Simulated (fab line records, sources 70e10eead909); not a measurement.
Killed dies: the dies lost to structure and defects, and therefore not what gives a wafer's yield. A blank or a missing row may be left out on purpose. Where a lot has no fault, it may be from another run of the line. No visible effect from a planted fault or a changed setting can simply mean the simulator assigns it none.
A single fault, viewed from 2 desks + flow nand harc + only its own numbers are on each desk; what lay behind them is given at the end

METROLOGY DESK
Lot by lot, what the gauges showed, no matter which tool ran the lot: averages of those sampled wafers that carry a number. If a lot's mean is further than 4 standard deviations from the usual mean, the lot is out of limits and carries the mark OUT (the distance appears in the brackets).
Columns: A = cd nm at NHARC_A_SGD_CUT_CD_MEAS_09, usual 100.4 nm
| lot  | first seen here | A     |
|------|-----------------|-------|
| L547 | day 19 14:17    | 101.0 |
| L552 | day 20 14:14    | 99.9  |
| L550 | day 20 14:23    | 100.2 |
| L551 | day 20 18:01    | 99.8  |
| L553 | day 21 12:58    | 100.7 |
| L555 | day 22 12:52    | 100.6 |
| L556 | day 22 17:14    | 100.0 |
| L554 | day 22 18:39    | 100.8 |
| L559 | day 24 15:05    | 100.9 |
| L560 | day 24 15:39    | 100.0 |
| L567 | day 27 04:53    | 100.0 |
| L566 | day 27 05:14    | 101.3 |
| L569 | day 28 17:04    | 100.2 |
Finding of this desk: none of the 13 lots has anything out of limits.

FOR THE TOOL OWNER'S DESK: rie diel-07
The tool's own readings at NHARC_A_STAIRCASE_ETCH_19 (etches the open film in C4F8/O2, target depth 100 nm, time 40.5 s): means of the sampled wafers that have a number, for each lot that ran on this tool. If a lot's mean is further than 4 standard deviations from the usual mean, the lot is out of limits and carries the mark OUT (the distance appears in the brackets).
Columns: A = bias w at NHARC_A_STAIRCASE_ETCH_19, usual 1000 W; B = oes product au at NHARC_A_STAIRCASE_ETCH_19, usual 0.942 a.u.; C = rf vpp V at NHARC_A_STAIRCASE_ETCH_19, usual 896 V
| lot  | first seen here | A    | B     | C   |
|------|-----------------|------|-------|-----|
| L552 | day 17 04:17    | 1002 | 0.937 | 892 |
| L551 | day 17 08:58    | 1003 | 0.926 | 896 |
| L559 | day 21 03:35    | 1001 | 0.937 | 889 |
| L566 | day 23 11:05    | 1003 | 0.925 | 901 |
Finding of this desk: none of the 4 lots has anything out of limits.

PUT TOGETHER
At the metrology desk, nothing out of limits was observed.
The tool owner's desk saw nothing out of limits.

WHAT THE SIMULATOR HAD INSERTED
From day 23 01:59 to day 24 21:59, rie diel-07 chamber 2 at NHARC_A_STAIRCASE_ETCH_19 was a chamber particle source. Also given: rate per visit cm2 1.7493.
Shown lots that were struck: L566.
